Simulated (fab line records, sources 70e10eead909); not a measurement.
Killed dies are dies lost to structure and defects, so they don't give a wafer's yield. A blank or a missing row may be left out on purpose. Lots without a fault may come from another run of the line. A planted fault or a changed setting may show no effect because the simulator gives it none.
fab line records | flow nand_harc
record lots=12 wafers=35 last_day=25
route steps=1159 shown P_STI@100 P_GATE@139
lots that met no fault: from a run of the same line without faults
start_h: hours from the record's first day to the start of the lot's first wafer shown | wait_h: hours since the lot's step before | " the same as in the row above | L1.1+2: a row that stands for several wafers | - no value, or no start given | * or withheld: withheld | < > ~ a bound
route shown NAME@n: a module of which the file shows steps, and the number in the route of the first | usual: mean/standard deviation of fault-free wafers | same: alike in all rows | chamber/n: place in a boat | sites: the reading at each site | _std_site: their standard deviation | _edge_site: outer sites' mean less inner sites' | radius_mm: how far each site lies from the wafer's centre | mask NAME#n: copy n | behind: the tool/chamber that last shaped the wafer | hold: why the lot was held/for how many hours/how that ended | device: the transistor (n, p or np) that didn't switch | end of line: the same wafers' tests at the end of the route | a step without rows: its recipe alone | killed: dies lost to structure and defects at the first sort, not the wafer's yield | map: a wafer's dies, x killed, . not, _ none there
set.NAME: the setting as run; set.NAME@STEP: as run at that earlier step | model.NAME: the simulator's own value behind a step, which no gauge read
steps of the route over a sample of lots; a table a step, a row a wafer
services: from which hour (start_h, from the record's first day; less than 0 if before it) a tool's chamber was out of use, for how many hours, and why
## steps
# step NHARC_P_STI_CMP_21
# recipe t_overpolish_s=20 target_thk_nm=380.67
# usual motor_current_A=12.6/1.1 overpolish_run_s=20.001/0.0098
# columns lot.wafer tool chamber start_h wait_h motor_current_A overpolish_run_s
L488.4 cmp-02 1 51.52 0.4 12.2 20.020
L488.2 " 2 " " 12.3 19.992
L488.6 " 1 " " 12.8 19.986
L489.4 cmp-02 3 61.93 0.4 12.7 20.016
L489.5 " 0 " " 12.0 20.002
L489.6 " 1 " " 11.6 20.019
L491.3 cmp-03 1 73.04 0.4 13.1 19.998
L491.5 " 2 " " 10.7 20.003
L491.6 " 3 " " 10.2 19.989
L493.1 cmp-01 3 86.41 0.4 14.6 19.987
L493.2 " 1 " " 14.2 20.003
L493.5 " 0 " " 13.0 20.004
L494.1 cmp-02 2 93.86 0.4 12.6 20.005
L494.3 " 0 " " 12.5 19.992
L494.2 " 1 " " 11.9 19.989
L497.3 cmp-02 2 107.95 0.4 12.3 20.012
L497.2 " 3 " " 12.8 19.995
L497.5 " 2 " " 12.3 19.995
L498.1 cmp-01 0 116.65 0.4 12.2 20.003
L498.2 " 1 " " 14.4 19.982
L498.6 " 0 " " 13.2 20.006
L500.2 cmp-03 1 133.19 0.4 13.0 20.007
L500.1 " 2 " " 10.7 20.017
L500.6 " 0 " " 13.7 19.985
L507.4 cmp-01 1 169.40 0.4 14.4 19.995
L507.5 " 3 " " 15.0 20.008
L509.3 cmp-02 3 182.33 0.4 12.0 19.988
L509.1 " 0 " " 12.0 20.007
L509.5 " 1 " " 12.1 19.978
L510.3 cmp-03 2 190.32 0.4 10.8 19.980
L510.6 " 1 " " 12.9 19.981
L510.5 " 2 " " 10.6 19.986
L511.1 cmp-01 2 190.36 0.4 11.6 19.988
L511.6 " 3 " " 14.7 19.995
L511.5 " 0 " " 12.4 20.005
# step NHARC_P_STI_INSPECT_25
# usual raw_defect_count=196/63
# columns lot.wafer tool chamber start_h wait_h raw_defect_count
L488.2 defect_inspect-02 - 60.21 0.4 297
L488.4 " - " " 225
L488.6 " - " " 197
L489.4 defect_inspect-02 - 70.36 0.4 210
L489.5 " - " " 125
L489.6 " - " " 164
L491.3 defect_inspect-02 - 81.36 0.4 145
L491.5 " - " " 166
L491.6 " - " " 132
L493.1 defect_inspect-02 - 96.49 0.4 198
L493.2 " - " " 272
L493.5 " - " " 199
L494.1 defect_inspect-02 - 103.26 0.4 122
L494.2 " - " " 112
L494.3 " - " " 170
L497.2 defect_inspect-02 - 116.43 0.4 201
L497.3 " - " " 92
L497.5 " - " " 170
L498.1 defect_inspect-01 - 127.70 0.4 162
L498.2 " - " " 181
L498.6 " - " " 159
L500.1 defect_inspect-02 - 142.15 0.4 213
L500.2 " - " " 227
L500.6 " - " " 149
L507.4 defect_inspect-01 - 177.82 0.4 142
L507.5 " - " " 258
L509.1 defect_inspect-01 - 194.06 0.4 254
L509.3 " - " " 477
L509.5 " - " " 234
L511.1 defect_inspect-01 - 198.68 0.4 202
L511.5 " - " " 170
L511.6 " - " " 129
L510.3 defect_inspect-02 - 198.68 0.4 201
L510.5 " - " " 189
L510.6 " - " " 128
# step NHARC_P_GATE_PEB_24
# recipe peb_temp_c=100 peb_time_s=65
# usual heater_power_total_W=156.6/0.44 plate_temp_C=100.02/0.13
# columns lot.wafer tool chamber start_h wait_h heater_power_total_W plate_temp_C
L488.2 litho_track-06 0 83.24 0.1 157.2 99.95
L488.4 " 0 " " 156.6 99.90
L488.6 " 0 " " 156.0 99.88
L489.4 litho_track-04 0 93.58 0.0 156.9 100.10
L489.5 " 0 " " 156.3 100.14
L489.6 " 0 " " 155.9 100.22
L491.3 litho_track-06 0 104.60 0.0 156.9 99.91
L491.5 " 0 " " 157.2 99.98
L491.6 " 0 " " 156.0 100.01
L493.1 litho_track-01 0 119.55 0.1 156.3 100.08
L493.2 " 0 " " 156.9 99.97
L493.5 " 0 " " 156.6 100.04
L494.1 litho_track-06 0 128.04 0.1 157.0 99.93
L494.2 " 0 " " 156.1 99.98
L494.3 " 0 " " 157.1 99.88
L497.2 litho_track-01 0 138.33 0.1 156.6 100.14
L497.3 " 0 " " 156.0 99.98
L497.5 " 0 " " 156.8 100.00
L498.1 litho_track-01 0 150.47 0.1 157.2 99.96
L498.2 " 0 " " 156.7 100.12
L498.6 " 0 " " 156.8 99.90
L500.1 litho_track-04 0 164.05 0.1 157.2 100.05
L500.2 " 0 " " 156.8 99.87
L500.6 " 0 " " 156.6 99.96
L507.4 litho_track-01 0 201.32 0.0 156.1 99.92
L507.5 " 0 " " 157.0 99.99
L509.1 litho_track-06 0 216.68 0.1 155.9 99.96
L509.3 " 0 " " 157.0 100.04
L509.5 " 0 " " 157.1 100.07
L510.3 litho_track-06 0 222.63 0.0 156.7 100.07
L510.5 " 0 " " 156.9 100.14
L510.6 " 0 " " 157.2 99.91
L511.1 litho_track-06 0 223.20 0.1 157.0 100.00
L511.5 " 0 " " 156.0 99.93
L511.6 " 0 " " 156.0 99.79
# step NHARC_P_GATE_CD_MEAS_26
# recipe target_cd_nm=120 landing_energy_ev=500
# usual cd_nm=119.8/0.68
# same landing_energy_ev=500
# columns lot.wafer tool chamber start_h wait_h cd_nm
L488.2 cd_sem-03 0 83.32 - 119.7
L488.4 " 0 " " 121.1
L488.6 " 0 " " 120.3
L489.4 cd_sem-03 0 93.67 - 119.6
L489.5 " 0 " " 119.4
L489.6 " 0 " " 119.8
L491.3 cd_sem-01 0 104.68 - 120.8
L491.5 " 0 " " 121.0
L491.6 " 0 " " 120.0
L493.1 cd_sem-01 0 119.63 - 119.5
L493.2 " 0 " " 118.7
L493.5 " 0 " " 118.3
L494.1 cd_sem-01 0 128.12 - 119.9
L494.2 " 0 " " 120.5
L494.3 " 0 " " 120.0
L497.2 cd_sem-03 0 138.41 - 118.4
L497.3 " 0 " " 119.3
L497.5 " 0 " " 119.7
L498.1 cd_sem-03 0 150.55 - 118.8
L498.2 " 0 " " 119.3
L498.6 " 0 " " 119.4
L500.1 cd_sem-03 0 164.13 - 119.5
L500.2 " 0 " " 119.4
L500.6 " 0 " " 120.1
L507.4 cd_sem-02 0 201.40 - 114.2
L507.5 " 0 " " 119.8
L509.1 cd_sem-03 0 216.76 - 119.1
L509.3 " 0 " " 121.5
L509.5 " 0 " " 120.0
L510.3 cd_sem-03 0 222.72 - 121.1
L510.5 " 0 " " 119.6
L510.6 " 0 " " 119.7
L511.1 cd_sem-03 0 223.28 - 119.6
L511.5 " 0 " " 121.2
L511.6 " 0 " " 120.2
# step NHARC_P_GATE_STRIP_101
# recipe time_s=20 o2_flow_sccm=500 ar_flow_sccm=0 bias_w=0 chemistry=O2
# usual drypump_motor_current_A=5.8/0.45 oes_product_au=1.003/0.012 rf_vpp_V=57.7/0.87 showerhead_plenum_p_Torr=3.51/0.15 throttle_valve_pct=17.038/0.0088
# columns lot.wafer tool chamber start_h wait_h drypump_motor_current_A oes_product_au rf_hours_counter_h rf_vpp_V showerhead_plenum_p_Torr throttle_valve_pct
L488.4 rie_diel-13 1 96.62 0.1 6.0 0.978 61 57.4 3.48 17.026
L488.2 " 0 " " 6.2 1.011 62 56.6 3.39 17.044
L488.6 " 2 " " 5.0 0.968 - 57.9 3.50 17.030
L489.4 rie_diel-03 3 104.72 0.1 6.5 1.001 11 55.4 3.39 17.042
L489.5 " 0 " " 5.9 0.986 - 58.2 3.46 17.064
L489.6 " 1 " " 5.4 1.009 - 58.9 3.78 17.019
L491.3 rie_diel-03 1 115.71 0.1 5.4 0.999 14 59.1 3.78 17.036
L491.5 " 1 " " 5.4 1.014 - 57.7 3.78 17.035
L491.6 " 2 " " 5.8 1.013 - 58.4 3.57 17.046
L493.2 rie_diel-03 2 131.33 0.1 5.8 1.015 18 59.4 3.57 17.043
L493.1 " 0 " " 5.8 0.994 17 58.2 3.45 17.039
L493.5 " 1 " " 5.4 0.997 - 58.6 3.78 17.041
L494.1 rie_diel-08 3 139.21 0.1 5.3 1.001 2 58.1 3.33 17.036
L494.3 " 0 " " 5.4 1.029 2 57.0 3.41 17.037
L494.2 " 2 " " 5.0 0.985 3 57.1 3.39 17.029
L497.2 rie_diel-13 1 149.64 0.1 6.0 0.995 13 58.1 3.47 17.021
L497.3 " 3 " " 6.2 0.989 14 58.2 3.80 17.041
L497.5 " 1 " " 6.0 1.000 - 57.8 3.47 17.033
L498.1 rie_diel-03 2 162.59 0.1 5.8 1.010 23 59.8 3.57 17.039
L498.2 " 3 " " 6.5 1.011 21 59.0 3.38 17.043
L498.6 " 2 " " 5.8 1.009 - 57.2 3.57 17.030
L500.1 rie_diel-03 3 176.28 0.1 6.5 0.997 24 56.7 3.38 17.043
L500.2 " 1 " " 5.4 0.998 24 57.9 3.77 17.027
L500.6 " 3 " " 6.5 1.001 - 56.2 3.38 17.028
L507.4 rie_diel-13 0 212.40 0.1 6.2 0.995 33 57.7 3.37 17.031
L507.5 " 2 " " 5.0 0.983 - 57.3 3.48 17.048
L509.1 rie_diel-03 0 229.00 0.3 5.9 0.991 1 57.5 3.45 17.046
L509.3 " 1 " " 5.4 1.005 1 58.4 3.77 17.029
L509.5 " 2 " " 5.8 1.019 - 58.6 3.56 17.052
L510.3 rie_diel-03 1 234.52 0.1 5.4 1.003 2 58.6 3.77 17.041
L510.5 " 0 " " 5.9 0.990 - 56.9 3.45 17.030
L510.6 " 1 " " 5.4 1.008 - 59.2 3.77 17.040
L511.1 rie_diel-03 2 234.56 0.1 5.8 1.018 2 58.8 3.56 17.047
L511.6 " 1 " " 5.4 1.018 - 58.2 3.77 17.031
L511.5 " 2 " " 5.9 1.019 - 57.9 3.56 17.038
## services
# columns tool chamber start_h hours kind
cmp-02 - 30.50 4.0 pm
rie_diel-13 2 32.08 17.1 repair
rie_diel-03 3 33.71 5.0 repair
rie_diel-03 - 38.30 9.0 pm
cmp-02 - 46.60 0.6 repair
cmp-03 - 50.09 2.5 repair
cmp-03 - 58.00 4.0 pm
cmp-02 - 60.20 0.6 repair
rie_diel-13 - 63.77 2.0 repair
cmp-03 - 65.04 1.2 repair
cmp-01 - 81.64 4.0 pm
litho_track-01 - 93.00 7.0 pm
litho_track-06 - 117.00 7.0 pm
cmp-02 - 128.50 4.0 pm
cmp-02 - 135.54 1.9 repair
cmp-02 - 140.17 2.2 repair
rie_diel-03 0 146.55 8.5 repair
rie_diel-03 3 147.82 10.4 repair
cmp-02 - 153.92 2.3 repair
cmp-03 - 156.00 4.0 pm
cmp-01 - 179.74 4.0 pm
rie_diel-03 - 215.31 9.0 pm
cmp-01 - 220.09 1.1 repair
cmp-02 - 226.50 4.0 pm
## key
first_sign step=NHARC_P_GATE_CD_MEAS_26 reading=cd_nm direction=down sigmas=8.2 usual=119.8 struck=114.2
effect none on later readings
met_at NHARC_P_GATE_PEB_24
struck_lots L507
struck_wafers L507.4
tester_left_out L507
not_acting_at NHARC_P_STI_CMP_21,NHARC_P_STI_INSPECT_25,NHARC_P_GATE_STRIP_101
onset_between 150.47 201.32
fault kind=process_parameter_drift tool=litho_track-01 chamber=- onset_h=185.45 steps=NHARC_P_GATE_PEB_24 channel=peb_time_s offset=* shape=step end_h=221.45 scope=struck_wafers_only acts_in=* stated=*
# tester_left_out: of these lots the tester's yield and bins aren't shown, on N5 and GAA mostly nor the transistor test; their killed dies are dies lost to structure and defects alone, not to doping, threshold or leakage, so they don't give the yield
